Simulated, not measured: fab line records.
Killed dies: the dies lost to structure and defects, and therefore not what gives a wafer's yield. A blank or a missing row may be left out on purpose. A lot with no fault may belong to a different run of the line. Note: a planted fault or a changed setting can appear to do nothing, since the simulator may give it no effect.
Which of the tools did it? / flow nand-harc / Sampling: 12 lots, 36 wafers, 5 of 1302 route steps

== WHAT THE GAUGES SHOWED, per wafer ==
NHARC_END_SORT_01. Usual: killed-at-array 62, standard deviation 16; killed-at-other 0.8, standard deviation 1.1; killed-at-periphery 4, standard deviation 3.2; killed-dies 67, standard deviation 16; killed-open 3.5, standard deviation 1.9; killed-short 2.1, standard deviation 1.5.
lot=L107; measured=day 25 06:49; on=prober-02; killed-at-array=87 90 68; killed-at-other=0 0 0; killed-at-periphery=6 5 15; killed-dies=93 95 83; killed-open=5 4 2; killed-short=3 6 5; flag=
lot=L108; measured=day 25 18:08; on=prober-01; killed-at-array=85 87 86; killed-at-other=0 0 0; killed-at-periphery=4 5 3; killed-dies=89 92 89; killed-open=3 6 8; killed-short=2 0 3; flag=
lot=L110; measured=day 27 08:02; on=prober-01; killed-at-array=57 62 63; killed-at-other=3 2 1; killed-at-periphery=7 8 4; killed-dies=67 72 68; killed-open=8 1 2; killed-short=2 4 1; flag=
lot=L111; measured=day 27 07:16; on=prober-02; killed-at-array=86 82 76; killed-at-other=1 2 0; killed-at-periphery=0 5 3; killed-dies=87 89 79; killed-open=4 3 4; killed-short=3 1 1; flag=
lot=L112; measured=day 28 01:11; on=prober-01; killed-at-array=58 57 55; killed-at-other=0 0 0; killed-at-periphery=16 14 6; killed-dies=74 71 61; killed-open=3 6 3; killed-short=5 5 2; flag=
lot=L118; measured=day 30 02:50; on=prober-01; killed-at-array=49; killed-at-other=1; killed-at-periphery=1; killed-dies=51; killed-open=3; killed-short=1; flag=

== WHAT TOOL EACH LOT RAN ON (gives the tool, then ch and the chambers of the sampled wafers, and finally the start) ==
lot=L104; NHARC_A_STAIRCASE_DEP_259=pecvd-02 ch 0,2, day 16 08:03; NHARC_A_STAIRCASE_DESCUM_270=rie-diel-02 ch 1,2,3, day 16 09:01; NHARC_A_STAIRCASE_HM_OPEN_457=rie-diel-02 ch 0,3, day 16 11:13 or earlier; NHARC_A_STAIRCASE_STRIP_274=rie-diel-02 ch 1,2, day 16 11:13
lot=L107; NHARC_A_STAIRCASE_DEP_259=pecvd-02 ch 0,1,2, day 17 02:02; NHARC_A_STAIRCASE_DESCUM_270=rie-diel-02 ch 0,1,2, day 17 02:55; NHARC_A_STAIRCASE_HM_OPEN_457=rie-diel-02 ch 0,1,2, day 17 05:06 or earlier; NHARC_A_STAIRCASE_STRIP_274=rie-diel-02 ch 2,3, day 17 05:06
lot=L108; NHARC_A_STAIRCASE_DEP_259=pecvd-01 ch 0,2, day 18 03:28; NHARC_A_STAIRCASE_DESCUM_270=rie-diel-04 ch 0,1,2, day 18 04:26; NHARC_A_STAIRCASE_HM_OPEN_457=rie-diel-04 ch 2,3, day 18 07:08 or earlier; NHARC_A_STAIRCASE_STRIP_274=rie-diel-04 ch 0,2, day 18 07:08
lot=L110; NHARC_A_STAIRCASE_DEP_259=pecvd-04 ch 1,2, day 19 02:25; NHARC_A_STAIRCASE_DESCUM_270=rie-diel-02 ch 0,1, day 19 03:21; NHARC_A_STAIRCASE_HM_OPEN_457=rie-diel-02 ch 0,2,3, day 19 05:37 or earlier; NHARC_A_STAIRCASE_STRIP_274=rie-diel-02 ch 1,2,3, day 19 05:37
lot=L111; NHARC_A_STAIRCASE_DEP_259=pecvd-04 ch 0,2, day 19 02:35; NHARC_A_STAIRCASE_DESCUM_270=rie-diel-04 ch 2,3, day 19 03:31; NHARC_A_STAIRCASE_HM_OPEN_457=rie-diel-04 ch 0,2,3, day 19 05:52 or earlier; NHARC_A_STAIRCASE_STRIP_274=rie-diel-04 ch 0,1,3, day 19 05:52
lot=L112; NHARC_A_STAIRCASE_DEP_259=pecvd-02 ch 1,2, day 19 14:47; NHARC_A_STAIRCASE_DESCUM_270=rie-diel-04 ch 1,3, day 19 15:38; NHARC_A_STAIRCASE_HM_OPEN_457=rie-diel-04 ch 1,2,3, day 19 17:53 or earlier; NHARC_A_STAIRCASE_STRIP_274=rie-diel-04 ch 0,2,3, day 19 17:53
lot=L118; NHARC_A_STAIRCASE_DEP_259=pecvd-02 ch 0,1,2, day 22 07:16; NHARC_A_STAIRCASE_DESCUM_270=rie-diel-04 ch 2,3, day 22 08:11; NHARC_A_STAIRCASE_HM_OPEN_457=rie-diel-04 ch 0,2, day 22 13:35 or earlier; NHARC_A_STAIRCASE_STRIP_274=rie-diel-04 ch 0,3, day 22 13:35
lot=L120; NHARC_A_STAIRCASE_DEP_259=pecvd-02 ch 1,2, day 23 00:42; NHARC_A_STAIRCASE_DESCUM_270=rie-diel-04 ch 1,2, day 23 01:33; NHARC_A_STAIRCASE_HM_OPEN_457=rie-diel-04 ch 0,1,3, day 23 04:03 or earlier; NHARC_A_STAIRCASE_STRIP_274=rie-diel-02 ch 1,2, day 23 04:03
lot=L121; NHARC_A_STAIRCASE_DEP_259=pecvd-01 ch 1,2, day 23 01:58; NHARC_A_STAIRCASE_DESCUM_270=rie-diel-11 ch 0,2,3, day 23 02:56; NHARC_A_STAIRCASE_HM_OPEN_457=rie-diel-11 ch 1,2,3, day 23 05:25 or earlier; NHARC_A_STAIRCASE_STRIP_274=rie-diel-11 ch 0,1,3, day 23 05:25
lot=L123; NHARC_A_STAIRCASE_DEP_259=pecvd-02 ch 1,2, day 24 04:26; NHARC_A_STAIRCASE_DESCUM_270=rie-diel-04 ch 0,1,3, day 24 05:23; NHARC_A_STAIRCASE_HM_OPEN_457=rie-diel-04 ch 0,1,3, day 24 07:38 or earlier; NHARC_A_STAIRCASE_STRIP_274=rie-diel-04 ch 0,1,2, day 24 07:38
lot=L122; NHARC_A_STAIRCASE_DEP_259=pecvd-04 ch 0,1,2, day 24 06:20; NHARC_A_STAIRCASE_DESCUM_270=rie-diel-11 ch 1,3, day 24 07:16; NHARC_A_STAIRCASE_HM_OPEN_457=rie-diel-11 ch 0,1,3, day 24 09:31 or earlier; NHARC_A_STAIRCASE_STRIP_274=rie-diel-11 ch 0,1,2, day 24 09:31
lot=L127; NHARC_A_STAIRCASE_DEP_259=pecvd-02 ch 1,2, day 26 05:26; NHARC_A_STAIRCASE_DESCUM_270=rie-diel-11 ch 0,3, day 26 06:23; NHARC_A_STAIRCASE_HM_OPEN_457=rie-diel-11 ch 0,2,3, day 26 09:06 or earlier; NHARC_A_STAIRCASE_STRIP_274=rie-diel-11 ch 0,3, day 26 09:06
- NHARC_A_STAIRCASE_DEP_259: deposits SiON, target thk 30 nm.
- NHARC_A_STAIRCASE_DESCUM_270: chemistry O2, time 3 s.
- NHARC_A_STAIRCASE_HM_OPEN_457: chemistry O2/COS.
- NHARC_A_STAIRCASE_STRIP_274: strips in O2.

== WHAT THE TOOLS THEMSELVES READ (means of the sampled wafers that have a number; where no wafer has one, the mark that the record gives instead) ==
NHARC_A_STAIRCASE_DEP_259. Usual: 743 W for heater-power-w, sd 84.
lot=L104; tool=pecvd-02; heater-power-w (W)=663; flag=
lot=L107; tool=pecvd-02; heater-power-w (W)=732; flag=
lot=L108; tool=pecvd-01; heater-power-w (W)=697; flag=
lot=L110; tool=pecvd-04; heater-power-w (W)=693; flag=
lot=L111; tool=pecvd-04; heater-power-w (W)=728; flag=
lot=L112; tool=pecvd-02; heater-power-w (W)=791; flag=
lot=L118; tool=pecvd-02; heater-power-w (W)=746; flag=
lot=L120; tool=pecvd-02; heater-power-w (W)=756; flag=
lot=L121; tool=pecvd-01; heater-power-w (W)=778; flag=
lot=L123; tool=pecvd-02; heater-power-w (W)=738; flag=
lot=L122; tool=pecvd-04; heater-power-w (W)=766; flag=
lot=L127; tool=pecvd-02; heater-power-w (W)=761; flag=

NHARC_A_STAIRCASE_DESCUM_270. Usual: drypump-motor-current-A 5.61 A, standard deviation 0.29; oes-product-au 1.001 a.u., standard deviation 0.0071; rf-vpp-V 57.7 V, standard deviation 0.88; showerhead-plenum-p-Torr 1.92 Torr, standard deviation 0.09; throttle-valve-pct 11.311 %, standard deviation 0.0092.
lot=L104; tool=rie-diel-02; drypump-motor-current-A (A)=5.67; oes-product-au (a.u.)=1.006; rf-vpp-V (V)=58.0; showerhead-plenum-p-Torr (Torr)=1.96; throttle-valve-pct (%)=11.311; flag=
lot=L107; tool=rie-diel-02; drypump-motor-current-A (A)=5.81; oes-product-au (a.u.)=1.011; rf-vpp-V (V)=57.2; showerhead-plenum-p-Torr (Torr)=1.89; throttle-valve-pct (%)=11.307; flag=
lot=L108; tool=rie-diel-04; drypump-motor-current-A (A)=5.74; oes-product-au (a.u.)=1.002; rf-vpp-V (V)=58.4; showerhead-plenum-p-Torr (Torr)=1.97; throttle-valve-pct (%)=11.312; flag=
lot=L110; tool=rie-diel-02; drypump-motor-current-A (A)=5.75; oes-product-au (a.u.)=0.994; rf-vpp-V (V)=57.7; showerhead-plenum-p-Torr (Torr)=1.96; throttle-valve-pct (%)=11.310; flag=
lot=L111; tool=rie-diel-04; drypump-motor-current-A (A)=5.62; oes-product-au (a.u.)=0.997; rf-vpp-V (V)=57.7; showerhead-plenum-p-Torr (Torr)=1.92; throttle-valve-pct (%)=11.305; flag=
lot=L112; tool=rie-diel-04; drypump-motor-current-A (A)=5.22; oes-product-au (a.u.)=0.997; rf-vpp-V (V)=57.5; showerhead-plenum-p-Torr (Torr)=1.90; throttle-valve-pct (%)=11.309; flag=
lot=L118; tool=rie-diel-04; drypump-motor-current-A (A)=5.31; oes-product-au (a.u.)=1.004; rf-vpp-V (V)=57.5; showerhead-plenum-p-Torr (Torr)=1.89; throttle-valve-pct (%)=11.316; flag=
lot=L120; tool=rie-diel-04; drypump-motor-current-A (A)=5.89; oes-product-au (a.u.)=1.000; rf-vpp-V (V)=57.5; showerhead-plenum-p-Torr (Torr)=1.95; throttle-valve-pct (%)=11.317; flag=
lot=L121; tool=rie-diel-11; drypump-motor-current-A (A)=5.62; oes-product-au (a.u.)=0.996; rf-vpp-V (V)=57.2; showerhead-plenum-p-Torr (Torr)=1.94; throttle-valve-pct (%)=11.314; flag=
lot=L123; tool=rie-diel-04; drypump-motor-current-A (A)=5.42; oes-product-au (a.u.)=1.010; rf-vpp-V (V)=58.0; showerhead-plenum-p-Torr (Torr)=1.93; throttle-valve-pct (%)=11.313; flag=
lot=L122; tool=rie-diel-11; drypump-motor-current-A (A)=5.75; oes-product-au (a.u.)=1.011; rf-vpp-V (V)=57.0; showerhead-plenum-p-Torr (Torr)=1.88; throttle-valve-pct (%)=11.305; flag=
lot=L127; tool=rie-diel-11; drypump-motor-current-A (A)=5.47; oes-product-au (a.u.)=0.997; rf-vpp-V (V)=56.9; showerhead-plenum-p-Torr (Torr)=1.83; throttle-valve-pct (%)=11.312; flag=

NHARC_A_STAIRCASE_HM_OPEN_457. Usual: drypump-motor-current-A 5.6 A, standard deviation 0.3; oes-product-au 1.002 a.u., standard deviation 0.0072; rf-vpp-V 467 V, standard deviation 3.1; showerhead-plenum-p-Torr 3.13 Torr, standard deviation 0.14; throttle-valve-pct 28.330 %, standard deviation 0.0089.
lot=L104; tool=rie-diel-02; drypump-motor-current-A (A)=5.5; oes-product-au (a.u.)=1.005; rf-vpp-V (V)=464; showerhead-plenum-p-Torr (Torr)=3.02; throttle-valve-pct (%)=28.332; flag=
lot=L107; tool=rie-diel-02; drypump-motor-current-A (A)=5.8; oes-product-au (a.u.)=0.999; rf-vpp-V (V)=466; showerhead-plenum-p-Torr (Torr)=3.09; throttle-valve-pct (%)=28.328; flag=
lot=L108; tool=rie-diel-04; drypump-motor-current-A (A)=5.3; oes-product-au (a.u.)=0.996; rf-vpp-V (V)=467; showerhead-plenum-p-Torr (Torr)=3.10; throttle-valve-pct (%)=28.332; flag=
lot=L110; tool=rie-diel-02; drypump-motor-current-A (A)=5.6; oes-product-au (a.u.)=0.997; rf-vpp-V (V)=466; showerhead-plenum-p-Torr (Torr)=3.04; throttle-valve-pct (%)=28.328; flag=
lot=L111; tool=rie-diel-04; drypump-motor-current-A (A)=5.5; oes-product-au (a.u.)=1.007; rf-vpp-V (V)=468; showerhead-plenum-p-Torr (Torr)=3.16; throttle-valve-pct (%)=28.336; flag=
lot=L112; tool=rie-diel-04; drypump-motor-current-A (A)=5.5; oes-product-au (a.u.)=0.998; rf-vpp-V (V)=468; showerhead-plenum-p-Torr (Torr)=3.15; throttle-valve-pct (%)=28.324; flag=
lot=L118; tool=rie-diel-04; drypump-motor-current-A (A)=5.7; oes-product-au (a.u.)=1.000; rf-vpp-V (V)=468; showerhead-plenum-p-Torr (Torr)=3.20; throttle-valve-pct (%)=28.328; flag=
lot=L120; tool=rie-diel-04; drypump-motor-current-A (A)=5.4; oes-product-au (a.u.)=1.004; rf-vpp-V (V)=468; showerhead-plenum-p-Torr (Torr)=3.15; throttle-valve-pct (%)=28.331; flag=
lot=L121; tool=rie-diel-11; drypump-motor-current-A (A)=5.7; oes-product-au (a.u.)=1.002; rf-vpp-V (V)=467; showerhead-plenum-p-Torr (Torr)=3.19; throttle-valve-pct (%)=28.327; flag=
lot=L123; tool=rie-diel-04; drypump-motor-current-A (A)=5.4; oes-product-au (a.u.)=1.009; rf-vpp-V (V)=469; showerhead-plenum-p-Torr (Torr)=3.14; throttle-valve-pct (%)=28.334; flag=
lot=L122; tool=rie-diel-11; drypump-motor-current-A (A)=5.6; oes-product-au (a.u.)=1.017; rf-vpp-V (V)=465; showerhead-plenum-p-Torr (Torr)=3.04; throttle-valve-pct (%)=28.335; flag=
lot=L127; tool=rie-diel-11; drypump-motor-current-A (A)=5.6; oes-product-au (a.u.)=0.996; rf-vpp-V (V)=468; showerhead-plenum-p-Torr (Torr)=3.15; throttle-valve-pct (%)=28.325; flag=

NHARC_A_STAIRCASE_STRIP_274. Usual: chamber-pressure-mTorr 60.00 mTorr, standard deviation 0.053; drypump-motor-current-A 5.62 A, standard deviation 0.3; oes-product-au 1.001 a.u., standard deviation 0.0072; rf-vpp-V 57.8 V, standard deviation 1; showerhead-plenum-p-Torr 3.54 Torr, standard deviation 0.16; throttle-valve-pct 17.035 %, standard deviation 0.0098.
lot=L104; tool=rie-diel-02; chamber-pressure-mTorr (mTorr)=59.98; drypump-motor-current-A (A)=5.86; oes-product-au (a.u.)=1.004; rf-vpp-V (V)=58.8; showerhead-plenum-p-Torr (Torr)=3.65; throttle-valve-pct (%)=17.028; flag=
lot=L107; tool=rie-diel-02; chamber-pressure-mTorr (mTorr)=60.01; drypump-motor-current-A (A)=5.77; oes-product-au (a.u.)=1.000; rf-vpp-V (V)=57.1; showerhead-plenum-p-Torr (Torr)=3.49; throttle-valve-pct (%)=17.027; flag=
lot=L108; tool=rie-diel-04; chamber-pressure-mTorr (mTorr)=60.01; drypump-motor-current-A (A)=5.73; oes-product-au (a.u.)=0.997; rf-vpp-V (V)=57.7; showerhead-plenum-p-Torr (Torr)=3.63; throttle-valve-pct (%)=17.035; flag=
lot=L110; tool=rie-diel-02; chamber-pressure-mTorr (mTorr)=59.95; drypump-motor-current-A (A)=5.67; oes-product-au (a.u.)=0.993; rf-vpp-V (V)=57.4; showerhead-plenum-p-Torr (Torr)=3.59; throttle-valve-pct (%)=17.034; flag=
lot=L111; tool=rie-diel-04; chamber-pressure-mTorr (mTorr)=59.99; drypump-motor-current-A (A)=5.47; oes-product-au (a.u.)=1.007; rf-vpp-V (V)=58.5; showerhead-plenum-p-Torr (Torr)=3.57; throttle-valve-pct (%)=17.037; flag=
lot=L112; tool=rie-diel-04; chamber-pressure-mTorr (mTorr)=59.95; drypump-motor-current-A (A)=5.52; oes-product-au (a.u.)=0.997; rf-vpp-V (V)=57.7; showerhead-plenum-p-Torr (Torr)=3.56; throttle-valve-pct (%)=17.036; flag=
lot=L118; tool=rie-diel-04; chamber-pressure-mTorr (mTorr)=-; drypump-motor-current-A (A)=-; oes-product-au (a.u.)=-; rf-vpp-V (V)=-; showerhead-plenum-p-Torr (Torr)=-; throttle-valve-pct (%)=-; flag=OFF
lot=L120; tool=rie-diel-02; chamber-pressure-mTorr (mTorr)=-; drypump-motor-current-A (A)=-; oes-product-au (a.u.)=-; rf-vpp-V (V)=-; showerhead-plenum-p-Torr (Torr)=-; throttle-valve-pct (%)=-; flag=OFF
lot=L121; tool=rie-diel-11; chamber-pressure-mTorr (mTorr)=-; drypump-motor-current-A (A)=-; oes-product-au (a.u.)=-; rf-vpp-V (V)=-; showerhead-plenum-p-Torr (Torr)=-; throttle-valve-pct (%)=-; flag=OFF
lot=L123; tool=rie-diel-04; chamber-pressure-mTorr (mTorr)=60.03; drypump-motor-current-A (A)=5.76; oes-product-au (a.u.)=1.007; rf-vpp-V (V)=57.8; showerhead-plenum-p-Torr (Torr)=3.60; throttle-valve-pct (%)=17.048; flag=
lot=L122; tool=rie-diel-11; chamber-pressure-mTorr (mTorr)=60.01; drypump-motor-current-A (A)=5.64; oes-product-au (a.u.)=1.011; rf-vpp-V (V)=56.9; showerhead-plenum-p-Torr (Torr)=3.49; throttle-valve-pct (%)=17.038; flag=
lot=L127; tool=rie-diel-11; chamber-pressure-mTorr (mTorr)=59.99; drypump-motor-current-A (A)=5.60; oes-product-au (a.u.)=1.003; rf-vpp-V (V)=58.0; showerhead-plenum-p-Torr (Torr)=3.50; throttle-valve-pct (%)=17.026; flag=

== THE ANSWER, worked out from the rows above alone ==
Rule: lot off if the mean of its wafers having a number is beyond 3 standard deviations from the usual mean. A lot without any number at a reading at which 4 lots or more have one is off too. Any other lot the step has rows for is counted as sound. First the gauges in route order, then the tools' own readings, where a lot's mean is used as printed above. The first step at which some lot is off is used, and at that step the reading that is off furthest; a lot without a number counts as furthest.
Off, at NHARC_A_STAIRCASE_STRIP_274 on chamber-pressure-mTorr: L118, L120, L121. Without a number there: L118, L120, L121.
If a tool, at that step or one of the process steps before it, ran each lot that is off and ran no sound lot following the first of them, it fits. With no start given for some of its lots, NHARC_A_STAIRCASE_HM_OPEN_457 uses the hours and lot order of NHARC_A_STAIRCASE_STRIP_274. Of those tried, none fits.

== WHAT THE SIMULATOR HAD PUT IN ==
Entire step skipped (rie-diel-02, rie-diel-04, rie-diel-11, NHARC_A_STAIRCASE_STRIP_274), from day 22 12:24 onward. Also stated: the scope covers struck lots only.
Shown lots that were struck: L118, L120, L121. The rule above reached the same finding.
